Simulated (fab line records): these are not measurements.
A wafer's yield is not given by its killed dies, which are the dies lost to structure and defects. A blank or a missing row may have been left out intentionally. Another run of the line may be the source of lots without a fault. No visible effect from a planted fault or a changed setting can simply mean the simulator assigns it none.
Struck lot and sound lot, side by side ; flow nand-harc ; 14 steps out of a route of 1302
Sound: the wafers L681.1, L681.2, L681.5. Struck: wafer L689.2 (left out: L689.1, L689.5 of the same lot, which were not struck); the cause appears at the end.
At each step with rows: each side's tool, then ch and its chambers, then its first start. Under that, the readings that differ: sound wafers ; struck wafers ; difference of the means ; sigmas: that difference in standard deviations of wafers without a fault.
alike: words and numbers the same on both sides, and readings whose means are apart by under 2 such deviations; not compared: readings that were withheld, readings missing a value for some wafer, numbers with overlapping values and no deviation given by the record, and bounds like >300 which may hide the same value.
The two part at a step that has a row with sigmas, a row that says differs or no value, or rows on one side only. Non-overlapping numbers with no deviation appear without sigmas and do not part them. Lack of a reading on every wafer of one side parts them only where that side has two or more wafers.

first, 9 steps without rows for these wafers: NHARC_A_STAIRCASE_DEHYDRATE_158 (time 120 s); NHARC_A_STAIRCASE_HMDS_159 (time 30 s); NHARC_A_STAIRCASE_COAT_160; NHARC_A_STAIRCASE_SOFTBAKE_161 (time 170 s); NHARC_A_STAIRCASE_EBR_162; NHARC_A_STAIRCASE_EXPOSE_163 (exposes mask STAIR OPEN); NHARC_A_STAIRCASE_PEB_164 (peb time 130 s); NHARC_A_STAIRCASE_DEVELOP_165 (time 140 s); NHARC_A_STAIRCASE_HARDBAKE_167 (time 140 s).
NHARC_A_STAIRCASE_DESCUM_168: chemistry O2, time 3 s.
  sound on rie-diel-08 ch 1,2,3, day 17 04:52; struck on rie-diel-02 ch 3, day 20 07:23
  alike: drypump-motor-current-A, o2-flow-sccm, oes-product-au, rf-vpp-V, showerhead-plenum-p-Torr, throttle-valve-pct
  not compared: rf-hours-counter-h
NHARC_A_STAIRCASE_ETCH_169: etches the open film in CH3F/O2, target depth 50 nm, time 107.1 s.
  sound on rie-diel-08 ch 0,2,3, day 17 04:56; struck on rie-diel-02 ch 1, day 20 07:33
reading;sound;struck;difference;sigmas
drypump-motor-current-A (A);6.2 6.4 6.0;5.4;-0.8;-2
  alike: o2-flow-sccm, oes-product-au, rf-vpp-V, run-length-s, showerhead-plenum-p-Torr, throttle-valve-pct
  not compared: rf-hours-counter-h
NHARC_A_STAIRCASE_ETCH_170: etches the open film in C4F6/O2, target depth 200 nm, time 66.667 s.
  sound on rie-diel-08 ch 1,2, day 17 05:03; struck on rie-diel-02 ch 1, day 20 07:49
reading;sound;struck;difference;sigmas
run-length-s (s);87.1 87.9 87.4;130.0;+42.5;+99 or more
  alike: drypump-motor-current-A, o2-flow-sccm, oes-product-au, rf-vpp-V, showerhead-plenum-p-Torr, throttle-valve-pct
  not compared: rf-hours-counter-h
NHARC_A_STAIRCASE_STRIP_171: strips in O2.
  sound on plasma-asher-01 ch 0,1, day 17 05:10; struck on plasma-asher-02 ch 1, day 20 07:56
  alike: drypump-motor-current-A, heater-power-w, temp-c
  not compared: rf-hours-counter-h
NHARC_END_SORT_01:
  the record has rows for the sound wafers here (prober-01 ch 0, day 26 05:55) and none for the struck ones

## WHERE THEY PART
Last at NHARC_END_SORT_01 as far as this record goes, first at NHARC_A_STAIRCASE_ETCH_169.

WHY: whatever the simulator had introduced
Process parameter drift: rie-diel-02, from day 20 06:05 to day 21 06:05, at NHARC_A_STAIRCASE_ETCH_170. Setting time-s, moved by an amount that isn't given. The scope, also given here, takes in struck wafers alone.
